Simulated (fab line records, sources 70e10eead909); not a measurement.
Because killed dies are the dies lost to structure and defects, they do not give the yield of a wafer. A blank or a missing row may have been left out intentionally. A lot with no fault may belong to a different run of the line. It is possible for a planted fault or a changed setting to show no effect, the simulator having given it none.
Which tool is to blame? || flow nand harc || at 1 step of a route of 1159, 14 lots with 42 wafers sampled

== WHAT THE GAUGES SHOWED, per wafer ==
NHARC_A_BLC_OVL_MEAS_11. Usual: overlay x nm 0.0 nm, standard deviation 0.64; overlay y nm -0.2 nm, standard deviation 0.9.
{"lot": "L288", "measured": "day 17 12:11", "on": "overlay-01", "overlay x nm (nm)": "0.5 0.1 0.3", "overlay y nm (nm)": "-0.4 -0.1 0.4", "flag": ""}
{"lot": "L289", "measured": "day 17 13:04", "on": "overlay-01", "overlay x nm (nm)": "0.6 0.7 0.7", "overlay y nm (nm)": "-0.6 -0.5 -0.4", "flag": ""}
{"lot": "L292", "measured": "day 18 08:11", "on": "overlay-01", "overlay x nm (nm)": "-0.1 -0.6 -0.3", "overlay y nm (nm)": "-0.5 -0.9 -0.7", "flag": ""}
{"lot": "L293", "measured": "day 18 13:50", "on": "overlay-02", "overlay x nm (nm)": "1.3 1.2 0.8", "overlay y nm (nm)": "1.1 0.8 0.7", "flag": ""}
{"lot": "L290", "measured": "day 18 19:34", "on": "overlay-01", "overlay x nm (nm)": "0.3 -0.4 -0.4", "overlay y nm (nm)": "-1.2 -0.4 -0.9", "flag": ""}
{"lot": "L291", "measured": "day 19 04:34", "on": "overlay-01", "overlay x nm (nm)": "0.1 0.4 0.4", "overlay y nm (nm)": "1.8 1.4 1.6", "flag": ""}
{"lot": "L301", "measured": "day 20 10:16", "on": "overlay-02", "overlay x nm (nm)": "0.0 -0.5 -0.1", "overlay y nm (nm)": "-1.3 -1.8 -1.1", "flag": ""}
{"lot": "L302", "measured": "day 21 20:10", "on": "overlay-02", "overlay x nm (nm)": "0.2 0.2 -0.1", "overlay y nm (nm)": "-0.6 -0.8 -0.8", "flag": ""}
{"lot": "L306", "measured": "day 22 04:59", "on": "overlay-02", "overlay x nm (nm)": "-1.3 -0.4 -0.2", "overlay y nm (nm)": "-0.3 -0.5 -0.5", "flag": ""}
{"lot": "L307", "measured": "day 22 05:35", "on": "overlay-02", "overlay x nm (nm)": "-0.1 -0.1 -0.5", "overlay y nm (nm)": "-0.4 -0.1 -0.5", "flag": ""}
{"lot": "L305", "measured": "day 22 06:12", "on": "overlay-01", "overlay x nm (nm)": "0.6 0.6 0.2", "overlay y nm (nm)": "1.4 1.3 1.3", "flag": ""}
{"lot": "L308", "measured": "day 22 10:30", "on": "overlay-02", "overlay x nm (nm)": "-0.3 0.5 -0.1", "overlay y nm (nm)": "-0.5 0.2 -0.1", "flag": ""}
{"lot": "L309", "measured": "day 22 23:02", "on": "overlay-01", "overlay x nm (nm)": "-1.6 -1.2 -1.2", "overlay y nm (nm)": "-0.2 -0.7 0.0", "flag": ""}
{"lot": "L310", "measured": "day 23 09:20", "on": "overlay-02", "overlay x nm (nm)": "-0.6 -0.4 -0.2", "overlay y nm (nm)": "0.0 -0.7 -0.3", "flag": ""}

== TOOL THAT RAN EACH LOT (tool first, then ch and the chambers of the sampled wafers, then the start) ==
The record shows no process step preceding these readings.

== WHAT THE TOOLS THEMSELVES READ (means of the sampled wafers that have a number; where no wafer has one, the mark that the record gives instead) ==
The record holds no such reading with a usual standard deviation.

== THE ANSWER, worked out from the rows above alone ==
Rule: lot off if the mean of its wafers having a number is beyond 3 standard deviations from the usual mean. Also off: a lot with no number at a reading for which 4 or more lots have one. All remaining lots with rows at the step are treated as sound. After the gauges, taken in route order, come the tools' own readings; for these a lot's mean is taken, as printed above. At the first step where some lot is off, the reading lying furthest off is the one used; lots without a number count as furthest.
Nothing can be told from this: no lot is off at any reading shown.

== WHAT THE SIMULATOR PUT IN ==
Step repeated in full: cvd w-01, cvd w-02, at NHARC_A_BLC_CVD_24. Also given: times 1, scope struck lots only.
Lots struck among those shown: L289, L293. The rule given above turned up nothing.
